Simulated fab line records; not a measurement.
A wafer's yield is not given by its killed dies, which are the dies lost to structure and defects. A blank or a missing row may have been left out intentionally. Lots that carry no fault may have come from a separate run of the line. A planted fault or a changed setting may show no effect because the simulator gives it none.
fab line records ; flow n5_finfet
[record] lots = 7; wafers = 21
route steps=1938 shown BEOL_M5@1116 BEOL_M7@1263
start_h: the number of hours between the record's first day and the start of the first shown wafer of the lot ; wait_h: hours since the lot's step before ; " same as the row above ; L1.1+2: one row covering several wafers at once ; - no value present, or no start provided ; * or withheld: withheld ; < > ~ a bound
route shown NAME@n: NAME is a module with steps in the file, n the number in the route of the first one ; usual: the fault-free wafers' mean and standard deviation ; same: alike in all rows ; chamber/n: place in a boat ; sites: each site's reading ; _std_site: standard deviation of those values ; _edge_site: inner sites' mean taken away from outer sites' mean ; radius_mm: how far each site lies from the wafer's centre ; mask NAME#n: copy n ; behind: the last tool/chamber to shape the wafer ; hold: why the lot went on hold/how many hours it stayed there/how the hold came to an end ; device: whichever transistor did not switch (one of n, p or np) ; end of line: tests run on the same wafers once the route is complete ; where a step has no rows: the recipe by itself ; killed: at the first sort, the dies lost to defects and structure; wafer yield is something else ; map: per-die view of a wafer (x killed, . not killed, _ where there is no die)
set.NAME: the setting as run; set.NAME@STEP: as run at that earlier step ; model.NAME: the simulator's own value behind a step, which no gauge read
lots where settings were altered on purpose, with a table for each step and a row for each wafer
[[steps]]
[step N5_BEOL_M5_HM_DEP_02]
[recipe] material = TiN; target_thk_a = 200; temp_c = 25; chamber_pressure_pa = 0.49996
lot.wafer;tool;chamber;start_h;wait_h;set.target_thk_a;model.TiN_of_BEOL_M5_HM_DEP_02.thk_nm
L075.4+5;pvd_sputter-03;-;173.88;0.4;200;19.8
L075.6;pvd_sputter-03;-;173.88;0.4;185;18.6
L079.2;pvd_sputter-02;-;207.94;0.8;200;20
L079.3;pvd_sputter-02;-;207.94;0.8;200;19.8
L079.4;pvd_sputter-02;-;207.94;0.8;221.5;22
L083.3+5;pvd_sputter-02;-;233.88;0.0;200;19.8
L083.6;pvd_sputter-02;-;233.88;0.0;224.9;22.2
L082.1+3;pvd_sputter-02;-;236.46;1.2;217.5;21.6
L082.4;pvd_sputter-02;-;236.46;1.2;200;19.8
L086.1;pvd_sputter-03;-;250.26;0.3;200;20.6
L086.3+5;pvd_sputter-03;-;250.26;0.3;200;20.4
L092.1;pvd_sputter-01;-;282.81;0.3;200;19.8
L092.3;pvd_sputter-01;-;282.81;0.3;183.4;18
L092.4;pvd_sputter-01;-;282.81;0.3;183.4;18.2
L094.1+4;pvd_sputter-02;-;289.05;1.3;200;19.6
L094.6;pvd_sputter-02;-;289.05;1.3;200;19.8
[step N5_BEOL_M5_COAT_59]
[recipe] resist = SOC; temp_c = 250; time_s = 60; spin_rpm = 1500; resist_thk_nm = 60
lot.wafer;tool;chamber;start_h;wait_h;set.spin_rpm;model.SOC_of_BEOL_M5_COAT_59.thk_nm
L075.4+5;litho_track-05;0;174.01;0.1;1386;62.4
L075.6;litho_track-05;0;174.01;0.1;1386;62.6
L079.2+3;litho_track-04;0;208.06;0.1;1371;62.8
L079.4;litho_track-04;0;208.06;0.1;1500;60
L083.3+5+6;litho_track-04;0;234.01;0.1;1500;60
L082.1+3+4;litho_track-04;0;236.60;0.1;1500;60
L086.1+3;litho_track-05;0;250.39;0.1;1500;60.2
L086.5;litho_track-05;0;250.39;0.1;1500;60
L092.1+4;litho_track-03;0;282.94;0.1;1500;60
L092.3;litho_track-03;0;282.94;0.1;1546;59
L094.1+4;litho_track-03;0;289.18;0.1;1433;61.4
L094.6;litho_track-03;0;289.18;0.1;1500;60
[step N5_BEOL_M5_COAT_60]
[recipe] resist = SiARC; temp_c = 220; time_s = 60; spin_rpm = 1500; resist_thk_nm = 12
[step N5_BEOL_M5_COAT_71]
[recipe] resist = underlayer; temp_c = 205; time_s = 60; spin_rpm = 1500; resist_thk_nm = 5
[step N5_BEOL_M5_ETCH_72]
[recipe] chemistry = N2/H2; target = underlayer; target_depth_a = 65; mask_material = CAR-EUV; time_s = 5.2; ion_energy_ev = 200; pressure_mtorr = 30; source_w = 840; bias_w = 150; n2_flow_sccm = 200; h2_flow_sccm = 200; ends = cleared
[step N5_BEOL_M5_ETCH_61]
[recipe] chemistry = CF4; target = SiARC; target_depth_a = 156; mask_material = CAR-EUV; time_s = 26; ion_energy_ev = 80; pressure_mtorr = 40; source_w = 545; bias_w = 36; Ar_flow_sccm = 100; cf4_flow_sccm = 100; ends = cleared
[step N5_BEOL_M5_ETCH_62]
[recipe] chemistry = N2/H2; target = SOC; target_depth_a = 750; overetch_a = 150; mask_material = SiARC; temp_c = 40; time_s = 112.5; ion_energy_ev = 200; pressure_mtorr = 30; source_w = 840; bias_w = 150; n2_flow_sccm = 200; h2_flow_sccm = 200
lot.wafer;tool;chamber;start_h;wait_h;set.spin_rpm@BEOL_M5_COAT_59;model.etch.depth_nm
L075.4;rie_diel-06;0;174.60;0.0;1386;62.44
L075.5;rie_diel-06;0;174.60;0.0;1386;62.45
L075.6;rie_diel-06;3;174.60;0.0;1386;62.52
L079.2;rie_diel-02;0;208.61;0.0;1371;62.73
L079.3;rie_diel-02;1;208.61;0.0;1371;62.72
L079.4;rie_diel-02;3;208.61;0.0;1500;59.99
L083.3;rie_diel-05;2;234.48;0.0;1500;59.93
L083.5;rie_diel-05;2;234.48;0.0;1500;60.04
L083.6;rie_diel-05;3;234.48;0.0;1500;59.96
L082.1;rie_diel-06;0;237.18;0.0;1500;59.97
L082.3;rie_diel-06;2;237.18;0.0;1500;60.06
L082.4;rie_diel-06;3;237.18;0.0;1500;59.93
L086.1;rie_diel-06;1;250.98;0.0;1500;60.11
L086.3;rie_diel-06;3;250.98;0.0;1500;60.23
L086.5;rie_diel-06;3;250.98;0.0;1500;60.01
L092.1;rie_diel-05;0;283.53;0.0;1500;59.93
L092.3;rie_diel-05;3;283.53;0.0;1546;59.01
L092.4;rie_diel-05;2;283.53;0.0;1500;59.91
L094.1;rie_diel-06;0;289.81;0.0;1433;61.37
L094.4;rie_diel-06;2;289.81;0.0;1433;61.45
L094.6;rie_diel-06;3;289.81;0.0;1500;59.95
[step N5_BEOL_M5_STRIP_63]
[recipe] chemistry = N2/H2; temp_c = 40; n2_flow_sccm = 200; h2_flow_sccm = 200; rf_frequency_hz = 6e+07
[step N5_BEOL_M5_STRIP_73]
[recipe] chemistry = N2/H2; temp_c = 40; n2_flow_sccm = 200; h2_flow_sccm = 200; rf_frequency_hz = 6e+07
[step N5_BEOL_M5_STRIP_64]
[recipe] chemistry = CF4; resist = SiARC; power_w = 300; bias_power_w = 75; pressure_mtorr = 50; cf4_flow_sccm = 150; rf_frequency_hz = 6e+07
[step N5_BEOL_M5_HM_OPEN_17]
[recipe] chemistry = Cl2/BCl3; target_depth_a = 200; overetch_a = 60; target = TiN; mask_material = SOC; ion_energy_ev = 150; pressure_mtorr = 10; icp_w = 1000; bias_w = 126; Cl2_flow_sccm = 53.25; bcl3_flow_sccm = 21.75; Ar_flow_sccm = 25
lot.wafer;tool;chamber;start_h;wait_h;set.target_thk_a@BEOL_M5_HM_DEP_02;set.spin_rpm@BEOL_M5_COAT_59;model.SOC_of_BEOL_M5_COAT_59.thk_nm;model.etch.depth_nm
L075.4;rie_metal-02;0;174.79;0.1;200;1386;54.6;19.86
L075.5;rie_metal-02;1;174.79;0.1;200;1386;54.4;19.81
L075.6;rie_metal-02;0;174.79;0.1;185;1386;54.8;18.53
L079.2;rie_metal-02;1;208.78;0.0;200;1371;54.8;19.93
L079.3;rie_metal-02;1;208.78;0.0;200;1371;54.8;19.8
L079.4;rie_metal-02;0;208.78;0.0;221.5;1500;52.2;21.99
L083.3;rie_metal-02;0;234.67;0.1;200;1500;52.2;19.86
L083.5;rie_metal-02;1;234.67;0.1;200;1500;52;19.84
L083.6;rie_metal-02;0;234.67;0.1;224.9;1500;52.2;22.25
L082.1;rie_metal-02;0;237.35;0.0;217.5;1500;52.2;21.64
L082.3;rie_metal-02;1;237.35;0.0;217.5;1500;52;21.58
L082.4;rie_metal-02;0;237.35;0.0;200;1500;52.2;19.89
L086.1;rie_metal-01;0;251.15;0.0;200;1500;52.2;20.54
L086.3;rie_metal-01;0;251.15;0.0;200;1500;52.2;20.34
L086.5;rie_metal-01;0;251.15;0.0;200;1500;52;20.41
L092.1;rie_metal-01;0;283.70;0.0;200;1500;52;19.82
L092.3;rie_metal-01;0;283.70;0.0;183.4;1546;51.2;18.1
L092.4;rie_metal-01;0;283.70;0.0;183.4;1500;52;18.1
L094.1;rie_metal-01;1;289.97;0.0;200;1433;53.4;19.53
L094.4;rie_metal-01;0;289.97;0.0;200;1433;53.6;19.66
L094.6;rie_metal-01;1;289.97;0.0;200;1500;51.8;19.74
[step N5_BEOL_M5_DEP_56]
[recipe] material = SiCN; target_thk_a = 80; temp_c = withheld; precursor = 3MS/NH3; pressure_torr = 3; rf_w = 202; time_s = 14
lot.wafer;tool;chamber;start_h;wait_h;set.time_s;model.SiCN_of_BEOL_M5_DEP_56.thk_nm
L075.4;pecvd-02;2;200.01;0.0;14.74;8.4
L075.5+6;pecvd-02;0,1;200.01;0.0;14;8.2
L079.2;pecvd-02;0;219.67;0.0;14;8
L079.3+4;pecvd-02;2;219.67;0.0;15.46;8.8
L083.3;pecvd-03;1;243.16;0.0;12.87;7.6
L083.5+6;pecvd-03;1,2;243.16;0.0;14;8.4
L082.1+3;pecvd-03;2,1;247.90;0.0;14;8
L082.4;pecvd-03;1;247.90;0.0;15.25;8.8
L086.1+3;pecvd-01;0,2;258.92;0.0;14;8
L086.5;pecvd-01;2;258.92;0.0;14;8.2
L092.1;pecvd-03;0;292.47;0.0;14;8.2
L092.3+4;pecvd-03;2,1;292.47;0.0;15.93;9.4
L094.1;pecvd-01;0;299.57;0.0;14.81;8.4
L094.4;pecvd-01;2;299.57;0.0;14.81;8.6
L094.6;pecvd-01;1;299.57;0.0;14;8
[step N5_BEOL_M7_ILD_DEP_00]
[recipe] material = SiCOH_lowk; target_thk_a = 1797.5; temp_c = 300; precursor = DEMS/porogen; pressure_torr = 5; rf_w = 500; time_s = 33.4
lot.wafer;tool;chamber;start_h;wait_h;set.time_s;model.SiCOH_lowk_of_BEOL_M7_ILD_DEP_00.thk_nm
L075.4;pecvd-02;2;205.89;0.1;28.74;157.8
L075.5;pecvd-02;0;205.89;0.1;33.4;185
L075.6;pecvd-02;1;205.89;0.1;28.74;161.4
L079.2;pecvd-02;0;226.33;0.0;35.23;186.2
L079.3;pecvd-02;1;226.33;0.0;35.23;188.4
L079.4;pecvd-02;0;226.33;0.0;33.4;180.8
L083.3;pecvd-04;0;252.95;0.0;33.4;179.8
L083.5;pecvd-04;0;252.95;0.0;33.4;181
L083.6;pecvd-04;1;252.95;0.0;33.4;179.4
L082.1;pecvd-02;2;254.62;0.0;33.4;178.6
L082.3;pecvd-02;1;254.62;0.0;33.4;179
L082.4;pecvd-02;1;254.62;0.0;33.4;182.2
L086.1;pecvd-03;0;267.20;0.0;33.4;176.4
L086.3;pecvd-03;1;267.20;0.0;33.4;177
L086.5;pecvd-03;1;267.20;0.0;33.4;179
L092.1;pecvd-04;0;306.80;0.0;33.4;178.6
L092.3;pecvd-04;1;306.80;0.0;33.4;179.6
L092.4;pecvd-04;1;306.80;0.0;29.8;162.2
L094.1;pecvd-04;2;308.78;0.0;30.12;161
L094.4;pecvd-04;1;308.78;0.0;33.4;180.2
L094.6;pecvd-04;0;308.78;0.0;30.12;164.2
[step N5_BEOL_M7_CURE_74]
[recipe] temp_c = 385; time_s = 240; ambient = He/Ar; material = SiCOH_lowk
lot.wafer;tool;chamber;start_h;wait_h;set.time_s@BEOL_M7_ILD_DEP_00;model.SiCOH_lowk_of_BEOL_M7_ILD_DEP_00.thk_nm
L075.4;uv_cure-03;1;206.17;0.3;28.74;135.8
L075.5;uv_cure-03;1;206.17;0.3;33.4;159.6
L075.6;uv_cure-03;1;206.17;0.3;28.74;139
L079.2;uv_cure-03;1;226.47;0.1;35.23;160.6
L079.3;uv_cure-03;1;226.47;0.1;35.23;162.4
L079.4;uv_cure-03;1;226.47;0.1;33.4;155.8
L083.3;uv_cure-01;2;253.17;0.2;33.4;155.2
L083.5;uv_cure-01;2;253.17;0.2;33.4;156
L083.6;uv_cure-01;2;253.17;0.2;33.4;154.6
L082.1;uv_cure-01;0;254.68;0.0;33.4;154
L082.3;uv_cure-01;0;254.68;0.0;33.4;154.4
L082.4;uv_cure-01;0;254.68;0.0;33.4;157
L086.1;uv_cure-02;2;267.27;0.0;33.4;152
L086.3;uv_cure-02;2;267.27;0.0;33.4;152.6
L086.5;uv_cure-02;2;267.27;0.0;33.4;154.4
L092.1;uv_cure-02;0;306.87;0.0;33.4;154
L092.3;uv_cure-02;0;306.87;0.0;33.4;154.8
L092.4;uv_cure-02;0;306.87;0.0;29.8;139.8
L094.1;uv_cure-01;2;308.85;0.0;30.12;138.8
L094.4;uv_cure-01;2;308.85;0.0;33.4;155.4
L094.6;uv_cure-01;2;308.85;0.0;30.12;141.6
[step N5_BEOL_M7_THK_MEAS_01]
[recipe] reads = SiCOH_lowk_of_BEOL_M7_ILD_DEP_00
[usual] M7_ILD_THK = 155.0/2
lot.wafer;tool;chamber;start_h;wait_h;set.time_s@BEOL_M7_ILD_DEP_00;M7_ILD_THK[nm]
L075.4;film_metro-01;-;206.45;0.2;28.74;135.9
L075.5;film_metro-01;-;206.45;0.2;33.4;159.7
L075.6;film_metro-01;-;206.45;0.2;28.74;139.1
L079.2;film_metro-02;-;226.91;0.4;35.23;160.5
L079.3;film_metro-02;-;226.91;0.4;35.23;162.6
L079.4;film_metro-02;-;226.91;0.4;33.4;155.8
L083.3;film_metro-02;-;253.53;0.3;33.4;155.1
L083.5;film_metro-02;-;253.53;0.3;33.4;156.1
L083.6;film_metro-02;-;253.53;0.3;33.4;154.6
L082.1;film_metro-01;-;255.19;0.4;33.4;154.0
L082.3;film_metro-01;-;255.19;0.4;33.4;154.5
L082.4;film_metro-01;-;255.19;0.4;33.4;156.9
L086.1;film_metro-02;-;267.78;0.4;33.4;152.0
L086.3;film_metro-02;-;267.78;0.4;33.4;152.6
L086.5;film_metro-02;-;267.78;0.4;33.4;154.3
L092.1;film_metro-01;-;307.38;0.4;33.4;154.0
L092.3;film_metro-01;-;307.38;0.4;33.4;154.8
L092.4;film_metro-01;-;307.38;0.4;29.8;139.7
L094.1;film_metro-01;-;309.36;0.4;30.12;138.8
L094.4;film_metro-01;-;309.36;0.4;33.4;155.4
L094.6;film_metro-01;-;309.36;0.4;30.12;141.6
[step N5_BEOL_M7_PECVD_70]
[recipe] material = SiO2; target_thk_a = 200; temp_c = 400; precursor = TEOS/O2; pressure_torr = 5.5; rf_w = 450; teos_flow_sccm = 53.8; gas = O2; flow_sccm = 3000; time_s = 22.7
lot.wafer;tool;chamber;start_h;wait_h;set.temp_c;model.SiO2_of_BEOL_M7_PECVD_70.thk_nm
L075.4;pecvd-04;0;206.51;0.1;400;20
L075.5;pecvd-04;0;206.51;0.1;410.1;18.6
L075.6;pecvd-04;1;206.51;0.1;410.1;18.4
L079.2;pecvd-03;2;226.94;0.0;400;19.6
L079.3;pecvd-03;0;226.94;0.0;400;19.8
L079.4;pecvd-03;2;226.94;0.0;400;20
L083.3+6;pecvd-03;0,2;253.56;0.0;400;20
L083.5;pecvd-03;1;253.56;0.0;386.5;22
L082.1;pecvd-03;1;255.23;0.0;416.7;17.4
L082.3;pecvd-03;0;255.23;0.0;400;19.8
L082.4;pecvd-03;2;255.23;0.0;416.7;17.8
L086.1+3;pecvd-04;0,1;267.82;0.0;400;19.8
L086.5;pecvd-04;1;267.82;0.0;400;20.4
L092.1;pecvd-03;0;307.42;0.0;400;19.8
L092.3;pecvd-03;1;307.42;0.0;388.8;21.2
L092.4;pecvd-03;1;307.42;0.0;388.8;21.4
L094.1;pecvd-04;1;309.40;0.0;400;19.4
L094.4+6;pecvd-04;0,1;309.40;0.0;400;20
[step N5_BEOL_M7_VIA_ETCH_34]
[recipe] chemistry = C4F6/O2; target = SiCOH_lowk; target_depth_a = 1255; mask_material = SOC; taper_deg = 4; time_s = 50.5; ion_energy_ev = 250; pressure_mtorr = 30; source_w = 345; bias_w = 185; Ar_flow_sccm = 300; C4F6_flow_sccm = 10; O2_flow_sccm = 10
[usual] rf_vpp_V = 662/4.3
lot.wafer;tool;chamber;start_h;wait_h;set.source_w;rf_vpp_V
L075.4;rie_diel-05;1;210.92;0.0;320;684
L075.5;rie_diel-05;2;210.92;0.0;345;668
L075.6;rie_diel-05;1;210.92;0.0;320;684
L079.2;rie_diel-02;0;229.78;0.0;345;658
L079.3;rie_diel-02;3;229.78;0.0;368.7;644
L079.4;rie_diel-02;1;229.78;0.0;368.7;637
L083.3;rie_diel-06;2;255.30;0.0;345;668
L083.5;rie_diel-06;3;255.30;0.0;314.1;688
L083.6;rie_diel-06;2;255.30;0.0;314.1;699
L082.1;rie_diel-02;3;258.19;0.0;345;666
L082.3;rie_diel-02;0;258.19;0.0;396.7;614
L082.4;rie_diel-02;2;258.19;0.0;345;659
L086.1;rie_diel-06;0;272.76;0.0;345;663
L086.3;rie_diel-06;2;272.76;0.0;345;668
L086.5;rie_diel-06;3;272.76;0.0;345;657
L092.1;rie_diel-05;2;312.04;0.0;365.1;649
L092.3;rie_diel-05;3;312.04;0.0;345;667
L092.4;rie_diel-05;0;312.04;0.0;345;667
L094.1;rie_diel-05;0;312.83;0.0;325.2;687
L094.4;rie_diel-05;3;312.83;0.0;345;666
L094.6;rie_diel-05;0;312.83;0.0;345;666
[[key]]
[split] step = N5_BEOL_M5_HM_DEP_02; setting = target_thk_a; stated = 200; by = wafer
[response] step = N5_BEOL_M5_HM_DEP_02; reading = model.TiN_of_BEOL_M5_HM_DEP_02.thk_nm; change = +0.193; per = 1%; r = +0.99
[response] step = N5_BEOL_M5_HM_OPEN_17; reading = model.etch.depth_nm; change = +0.195; per = 1%; r = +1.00
[split] step = N5_BEOL_M5_COAT_59; setting = spin_rpm; stated = 1500; by = wafer
[response] step = N5_BEOL_M5_COAT_59; reading = model.SOC_of_BEOL_M5_COAT_59.thk_nm; change = -0.323; per = 1%; r = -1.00
[response] step = N5_BEOL_M5_ETCH_62; reading = model.etch.depth_nm; change = -0.318; per = 1%; r = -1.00
[response] step = N5_BEOL_M5_HM_OPEN_17; reading = model.SOC_of_BEOL_M5_COAT_59.thk_nm; change = -0.314; per = 1%; r = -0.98
[split] step = N5_BEOL_M5_DEP_56; setting = time_s; stated = 14; by = wafer
[response] step = N5_BEOL_M5_DEP_56; reading = model.SiCN_of_BEOL_M5_DEP_56.thk_nm; change = +0.084; per = 1%; r = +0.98
[split] step = N5_BEOL_M7_ILD_DEP_00; setting = time_s; stated = 33.4; by = wafer
[response] step = N5_BEOL_M7_ILD_DEP_00; reading = model.SiCOH_lowk_of_BEOL_M7_ILD_DEP_00.thk_nm; change = +1.7; per = 1%; r = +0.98
[response] step = N5_BEOL_M7_CURE_74; reading = model.SiCOH_lowk_of_BEOL_M7_ILD_DEP_00.thk_nm; change = +1.48; per = 1%; r = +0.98
[response] step = N5_BEOL_M7_THK_MEAS_01; reading = M7_ILD_THK; change = +1.49; per = 1%; r = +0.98
[split] step = N5_BEOL_M7_PECVD_70; setting = temp_c; stated = 400; by = wafer
[response] step = N5_BEOL_M7_PECVD_70; reading = model.SiO2_of_BEOL_M7_PECVD_70.thk_nm; change = -0.556; per = 1%; r = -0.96
[split] step = N5_BEOL_M7_VIA_ETCH_34; setting = source_w; stated = 345; by = wafer
[response] step = N5_BEOL_M7_VIA_ETCH_34; reading = rf_vpp_V; change = -3.03; per = 1%; r = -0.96
